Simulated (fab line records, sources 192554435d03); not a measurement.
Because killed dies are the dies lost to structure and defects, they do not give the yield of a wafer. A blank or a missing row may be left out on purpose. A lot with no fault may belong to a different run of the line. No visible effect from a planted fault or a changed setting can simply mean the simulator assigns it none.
Lot-split experiment | flow n5_finfet | 7 lots, 21 wafers read, on a route of 1938 steps

== THE SPLIT ITSELF ==
At N5_BEOL_M4_ILD_DEP_00 (deposits SiOC from DEMS/O2, target thk 79 nm, time 15.3 s), the setting time_s was moved away from the recipe's 15.3 s on 12 of the 21 wafers read, by -4.2% to +14.4%. The other wafers ran this setting at the recipe's value.

Between the split and the reading, the file records no step.

== THE READING ==
M4_ILD_THK (nm), taken at N5_BEOL_M4_THK_MEAS_01. On this fab line, fault-free wafers typically give 79.0 nm with a standard deviation of 1.2 nm.

wafer  | tool, chamber at the split | time_s as run, s | against the recipe | M4_ILD_THK, nm | against lot-mates on the recipe
L076.1 | pecvd-01, 2                | 16.15            | +5.6%              | 81.9           | no lot-mate on the recipe
L076.3 | pecvd-01, 0                | 16.15            | +5.6%              | 81.3           | no lot-mate on the recipe
L076.5 | pecvd-01, 2                | 16.15            | +5.6%              | 83.4           | no lot-mate on the recipe
L080.1 | pecvd-01, 0                | 15.3             | recipe             | 78.3           | -
L080.2 | pecvd-01, 1                | 15.3             | recipe             | 78.1           | -
L080.3 | pecvd-01, 2                | 15.3             | recipe             | 78.4           | -
L081.2 | pecvd-01, 0                | 16.29            | +6.5%              | 82.2           | +3.1
L081.3 | pecvd-01, 1                | 16.29            | +6.5%              | 81.9           | +2.8
L081.5 | pecvd-01, 1                | 15.3             | recipe             | 79.1           | -
L089.1 | pecvd-01, 2,0              | 16.44            | +7.5%              | 82.9           | no lot-mate on the recipe
L089.2 | pecvd-01, 1                | 16.44            | +7.5%              | 81.8           | no lot-mate on the recipe
L089.4 | pecvd-01, 2,0              | 16.44            | +7.5%              | 82.7           | no lot-mate on the recipe
L088.3 | pecvd-04, 0                | 15.3             | recipe             | 80.3           | -
L088.4 | pecvd-04, 2                | 15.3             | recipe             | 81.2           | -
L088.5 | pecvd-04, 1                | 14.65            | -4.2%              | 78.6           | -2.2
L097.1 | pecvd-04, 2                | 15.3             | recipe             | 79.2           | -
L097.2 | pecvd-04, 1                | 17.5             | +14.4%             | 89.5           | +10.0
L097.4 | pecvd-04, 2                | 15.3             | recipe             | 79.7           | -
L095.2 | pecvd-01, 0                | 17.18            | +12.3%             | 87.4           | +7.8
L095.4 | pecvd-01, 2                | 15.3             | recipe             | 79.6           | -
L095.5 | pecvd-01, 0                | 17.18            | +12.3%             | 88.7           | +9.1
Where a row lists several chambers, the file gives one row for several wafers and doesn't say which wafer went through which chamber.

FIT RESULTS
A straight line over all 21 wafers: M4_ILD_THK changes by +0.604 nm for each +1% of time_s; r = +0.93; the points scatter about the line by 1.3 nm.
The same after taking each lot's own level away (the mean of its wafers on the recipe; 15 wafers): +0.658 nm for each +1%; r = +0.99; scatter 0.67 nm.
The reading moves by 9.5 nm for the largest change in time_s, on that fit.
Across the lots, their own levels run from 78.27 to 80.75 nm, a range of 2.1 times the standard deviation given above.
The two slopes agree, so the slope changes little with the lot-to-lot level.
Check: with one of the wafers moved furthest among these (+14.4%) left out of the fit, the line predicts +9.09 nm for it against its lot-mates. Against them it came out at +10 nm.

== THESE WAFERS: OTHER SPLITS ==
Note: prior to the reading, these wafers also went through further splits. Each is held against what the fit with the lots' levels taken away leaves over:
other split on the same wafers | wafers away from the commonest value | r with M4_ILD_THK (lot level and that fit taken away)
N5_BEOL_M2_DESCUM_33 time_s    | 9                                    | -0.26
N5_BEOL_M2_ETCHBACK_99 time_s  | 3                                    | +0.16

== THE WHOLE CHAIN: every reading that the file lists as answering this split, in the file's order ==
step                   | what it does                                              | reading                                                                            | change (the file's fit)              | r (the file's)
N5_BEOL_M4_ILD_DEP_00  | deposits SiOC from DEMS/O2, target thk 79 nm, time 15.3 s | SiOC_of_BEOL_M4_ILD_DEP_00.thk_nm (the simulator's own value, which no gauge read) | +0.66 nm for each +1% of the setting | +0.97
N5_BEOL_M4_THK_MEAS_01 |                                                           | M4_ILD_THK                                                                         | +0.664 for each +1% of the setting   | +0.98

== FILE'S OWN FIT ==
M4_ILD_THK changes by +0.664 nm for each +1% of time_s, r = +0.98.
